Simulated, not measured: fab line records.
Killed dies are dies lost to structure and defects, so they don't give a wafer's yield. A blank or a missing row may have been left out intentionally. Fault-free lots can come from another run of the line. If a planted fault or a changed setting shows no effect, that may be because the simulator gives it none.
Chamber matching | flow nand-harc | rie-diel-12 running NHARC_P_BONDPAD_ETCH_37: 4 sister chambers
The step etches the open film in N2/H2, target depth 60 nm, overetch 18 nm, time 65.91 s. 16 wafers are shown with their chamber, then 8 later ones without.

EACH WAFER AND ITS CHAMBER
wafer  | chamber | showerhead-plenum-p-Torr (Torr) | drypump-motor-current-A (A) | oes-product-au (a.u.)
L075.1 | 2       | 2.03                            | 5.8                         | 1.027
L075.3 | 0       | 2.11                            | 5.9                         | 0.999
L075.4 | 0       | 2.11                            | 5.9                         | 0.994
L077.1 | 0       | 2.11                            | 5.9                         | 0.998
L077.2 | 1       | 2.03                            | 6.5                         | 0.993
L077.4 | 1       | 2.03                            | 6.5                         | 0.987
L081.1 | 1       | 2.03                            | 6.5                         | 0.989
L081.4 | 2       | 2.03                            | 5.7                         | 1.021
L081.6 | 0       | 2.11                            | 5.9                         | 0.989
L083.2 | 2       | 2.03                            | 5.8                         | 1.018
L083.4 | 2       | 2.02                            | 5.7                         | 1.033
L083.5 | 3       | 2.07                            | 6.4                         | 1.018
L086.1 | 2       | 2.03                            | 5.7                         | 1.028
L086.2 | 1       | 2.03                            | 6.5                         | 1.012
L086.4 | 0       | 2.11                            | 5.9                         | 0.991
L089.3 | 2       | 2.02                            | 5.8                         | 1.017

SIGNATURES, as means of the wafers listed above
reading                  | chamber 0 | chamber 1 | chamber 2 | chamber 3 | scatter within a chamber
showerhead-plenum-p-Torr | 2.1100    | 2.0300    | 2.0267    | 2.0700    | 0.00333
drypump-motor-current-A  | 5.900     | 6.500     | 5.750     | 6.400     | 0.0354
oes-product-au           | 0.99420   | 0.99525   | 1.02400   | 1.01800   | 0.00746
Rule: a wafer lies at a distance from a chamber equal to the root of the sum of squares, over the readings, of (its reading less the chamber's mean, divided by the reading's scatter). If the next closest chamber is less than 2 further off than the closest, the wafer can't be placed; otherwise it belongs to the closest. The scatter: take each reading less its chamber's mean, square it, sum over the shown wafers, divide by the number of wafers less the number of chambers, and take the root.

WAFERS WITH NO CHAMBER GIVEN
wafer  | showerhead-plenum-p-Torr (Torr) | drypump-motor-current-A (A) | oes-product-au (a.u.)
L089.4 | 2.07                            | 6.3                         | 1.016
L089.5 | 2.03                            | 6.5                         | 0.985
L094.2 | 2.07                            | 6.4                         | 0.988
L094.5 | 2.11                            | 5.9                         | 1.001
L094.6 | 2.07                            | 6.3                         | 0.992
L097.2 | 2.06                            | 6.3                         | 0.999
L097.5 | 2.11                            | 5.9                         | 0.988
L097.6 | 2.03                            | 6.5                         | 0.993

WHICH CHAMBER EACH ONE RAN IN
wafer  | from the rows above | in truth
L089.4 | 3                   | 3
L089.5 | 1                   | 1
L094.2 | 3                   | 3
L094.5 | 0                   | 0
L094.6 | 3                   | 3
L097.2 | 3                   | 3
L097.5 | 0                   | 0
L097.6 | 1                   | 1
Placed correctly: 8 of 8. Not placeable from these rows: 0. Number placed wrongly: 0.
